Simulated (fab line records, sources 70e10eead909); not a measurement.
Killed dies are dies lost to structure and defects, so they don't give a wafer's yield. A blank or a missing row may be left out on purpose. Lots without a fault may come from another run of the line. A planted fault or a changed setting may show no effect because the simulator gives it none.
Chamber matching | flow nand_harc | NHARC_A_CONTACT_ETCH_91 on rie_diel-10: 4 sister chambers
The step etches the open film in CH3F/O2, target depth 40 nm, time 85.7 s. 4 wafers are shown with their chamber, then 12 later ones without.

WAFERS WITH THEIR CHAMBER
wafer  | chamber | drypump_motor_current_A (A)
L090.5 | 0       | 5.7
L093.1 | 2       | 5.8
L093.2 | 1       | 6.1
L093.6 | 3       | 6.4

WAFERS WITHOUT THEIR CHAMBER
wafer  | drypump_motor_current_A (A)
L095.2 | 5.7
L095.3 | 6.4
L095.4 | 6.2
L094.2 | 6.4
L094.3 | 5.7
L094.6 | 6.4
L096.1 | 5.7
L096.2 | 6.2
L096.3 | 6.4
L097.1 | 6.2
L097.5 | 5.8
L097.6 | 6.4

WHICH CHAMBER EACH WENT THROUGH
wafer  | from the rows above     | in truth
L095.2 | can't be placed: 0 or 2 | 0
L095.3 | 3                       | 3
L095.4 | can't be placed: 1 or 3 | 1
L094.2 | 3                       | 3
L094.3 | can't be placed: 0 or 2 | 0
L094.6 | 3                       | 3
L096.1 | can't be placed: 0 or 2 | 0
L096.2 | can't be placed: 1 or 3 | 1
L096.3 | 3                       | 3
L097.1 | can't be placed: 1 or 3 | 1
L097.5 | can't be placed: 2 or 0 | 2
L097.6 | 3                       | 3
Placed correctly: 5 of 12. Can't be placed from these rows: 7 (the true chamber is among the candidates in 7). Placed wrongly: 0.
How it was worked out, from the rows above alone: a wafer's distance from a chamber is the root of the sum, over the readings, of the square of ((its reading less the chamber's mean) divided by the reading's scatter). The wafer belongs to the nearest chamber; if the next one is less than 2 further off, it can't be placed. A chamber's mean is the mean of its shown wafers. The scatter: with one shown wafer a chamber, the root of the mean of the squares of how far each hidden wafer lies from its nearest shown one.
